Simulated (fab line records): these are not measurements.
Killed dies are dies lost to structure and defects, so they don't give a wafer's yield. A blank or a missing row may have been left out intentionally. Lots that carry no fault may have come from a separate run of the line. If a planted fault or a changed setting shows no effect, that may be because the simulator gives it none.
Struck lot and sound lot, side by side :: flow n5 finfet :: 14 out of 1938 route steps
Sound: these wafers, L314.3, L314.4, L314.6. The struck wafers were L318.3, L318.4, L318.5. The cause is given at the end.
Per side, at each step with rows, come the tool, then ch with its chambers, and then its first start. Under that, the readings that differ: sound wafers :: struck wafers :: difference of the means :: sigmas: that difference in standard deviations of wafers without a fault.
alike: words and numbers the same on both sides, and readings whose means are apart by under 2 such deviations; not compared: readings that were withheld, readings missing a value for some wafer, numbers with overlapping values and no deviation given by the record, and bounds like >300 which may hide the same value.
A row with sigmas, a row that says differs or no value, or rows on one side alone: a step with any of these is where the two part. Non-overlapping numbers with no deviation appear without sigmas and do not part them. Lack of a reading on every wafer of one side parts them only where that side has two or more wafers.

first, 1 step without rows for these wafers: N5_BEOL_M11_PRE_CLEAN_55 (time 15 s).
N5_BEOL_M11_DEP_56: deposits SiCN from 3MS/NH3, target thk 30 nm, time 10.5 s.
  sound on pecvd-04 ch 0,2, day 12 17:59; struck on pecvd-01 ch 0,2, day 14 03:09
  alike: rf fwd power W, showerhead plenum p Torr, throttle valve pct
N5_BEOL_M11_RS_MEAS_57: measures by four-point-probe.
  sound on film metro-02, day 12 18:03; struck on film metro-01, day 14 03:13
  alike: M11_RS
N5_BEOL_M11_INSPECT_58: inspects for defects (darkfield).
  sound on defect inspect-02, day 12 18:05; struck on defect inspect-01, day 14 03:14
  alike: raw defect count
N5_BEOL_M12_ILD_DEP_00: deposits SiOC from DEMS/O2, target thk 658.92 nm, time 130.7 s.
  sound on pecvd-03 ch 1,2, day 12 18:10; struck on pecvd-02 ch 1,2, day 14 03:17
  alike: heater power w, rf fwd power W, showerhead plenum p Torr, throttle valve pct
N5_BEOL_M12_THK_MEAS_01:
  sound on film metro-02, day 12 18:17; struck on film metro-02, day 14 03:25
  alike: M12_ILD_THK
then, 6 steps without rows for these wafers: N5_BEOL_M12_COAT_58 (time 60 s, resist thk 89 nm); N5_BEOL_M12_COAT_04 (resist thk 400 nm); N5_BEOL_M12_EBR_06; N5_BEOL_M12_SOFTBAKE_05 (time 60 s); N5_BEOL_M12_EXPOSE_07 (exposes mask V11); N5_BEOL_M12_PEB_08 (peb time 90 s).
N5_BEOL_M12_DEVELOP_09: develop time 45 s.
  sound on litho track-02 ch 0, day 12 18:29; struck on litho track-02, day 14 03:44
  no value came back on the struck wafers for chill plate temp C (C), develop time s (s); on the sound wafers chill plate temp C (C) reads 23.06 23.04 23.05
reading: model.coat_of_BEOL_M12_COAT_04.thk nm (nm)
sound: 385.2 384.8 386
struck: 399.6 399.6 399.6
difference: +14.3
sigmas: 
then, 1 step without rows for these wafers: N5_BEOL_M12_HARDBAKE_14 (time 120 s).

## WHERE THEY PART
N5_BEOL_M12_DEVELOP_09 only, going by this record.

WHY: the cause the simulator had injected
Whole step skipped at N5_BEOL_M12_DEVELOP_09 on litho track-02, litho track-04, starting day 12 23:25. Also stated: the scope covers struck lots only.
